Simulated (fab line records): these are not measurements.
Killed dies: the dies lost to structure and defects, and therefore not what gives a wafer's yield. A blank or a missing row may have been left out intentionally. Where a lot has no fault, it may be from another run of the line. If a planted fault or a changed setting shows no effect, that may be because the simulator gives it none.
Matching of chambers || flow n5_finfet || pecvd-01 running N5_BEOL_M11_PECVD_70: 3 sister chambers
The step deposits SiO2 from TEOS/O2, target thk 20 nm, time 22.7 s. 3 wafers are shown with their chamber, then 11 later ones without.

== WAFERS, EACH WITH ITS CHAMBER ==
{"wafer": "L084.3", "chamber": 1, "showerhead_plenum_p_Torr (Torr)": 8.73}
{"wafer": "L084.4", "chamber": 0, "showerhead_plenum_p_Torr (Torr)": 8.80}
{"wafer": "L087.2", "chamber": 2, "showerhead_plenum_p_Torr (Torr)": 8.88}

== WAFERS WITHOUT THEIR CHAMBER ==
{"wafer": "L087.3", "showerhead_plenum_p_Torr (Torr)": 8.80}
{"wafer": "L087.6", "showerhead_plenum_p_Torr (Torr)": 8.82}
{"wafer": "L093.1", "showerhead_plenum_p_Torr (Torr)": 8.70}
{"wafer": "L093.2", "showerhead_plenum_p_Torr (Torr)": 8.82}
{"wafer": "L093.6", "showerhead_plenum_p_Torr (Torr)": 8.72}
{"wafer": "L092.1", "showerhead_plenum_p_Torr (Torr)": 8.81}
{"wafer": "L092.4", "showerhead_plenum_p_Torr (Torr)": 8.81}
{"wafer": "L092.6", "showerhead_plenum_p_Torr (Torr)": 8.70}
{"wafer": "L095.1", "showerhead_plenum_p_Torr (Torr)": 8.80}
{"wafer": "L095.3", "showerhead_plenum_p_Torr (Torr)": 8.72}
{"wafer": "L095.5", "showerhead_plenum_p_Torr (Torr)": 8.81}

== WHICH CHAMBER EACH WENT THROUGH ==
{"wafer": "L087.3", "from the rows above": 0, "in truth": 0}
{"wafer": "L087.6", "from the rows above": 0, "in truth": 0}
{"wafer": "L093.1", "from the rows above": 1, "in truth": 1}
{"wafer": "L093.2", "from the rows above": 0, "in truth": 0}
{"wafer": "L093.6", "from the rows above": 1, "in truth": 1}
{"wafer": "L092.1", "from the rows above": 0, "in truth": 0}
{"wafer": "L092.4", "from the rows above": 0, "in truth": 0}
{"wafer": "L092.6", "from the rows above": 1, "in truth": 1}
{"wafer": "L095.1", "from the rows above": 0, "in truth": 0}
{"wafer": "L095.3", "from the rows above": 1, "in truth": 1}
{"wafer": "L095.5", "from the rows above": 0, "in truth": 0}
Placed correctly: 11 of 11. Can't be placed from these rows: 0. 0 placed wrongly.
How it was worked out, from the rows above alone: a wafer's distance from a chamber is the root of the sum, over the readings, of the square of ((its reading less the chamber's mean) divided by the reading's scatter). The wafer belongs to the nearest chamber; if the next one is less than 2 further off, it can't be placed. Each chamber's mean is taken over the wafers shown for it. The scatter: root of mean squared gap, hidden wafer to nearest shown wafer, with one shown wafer a chamber.
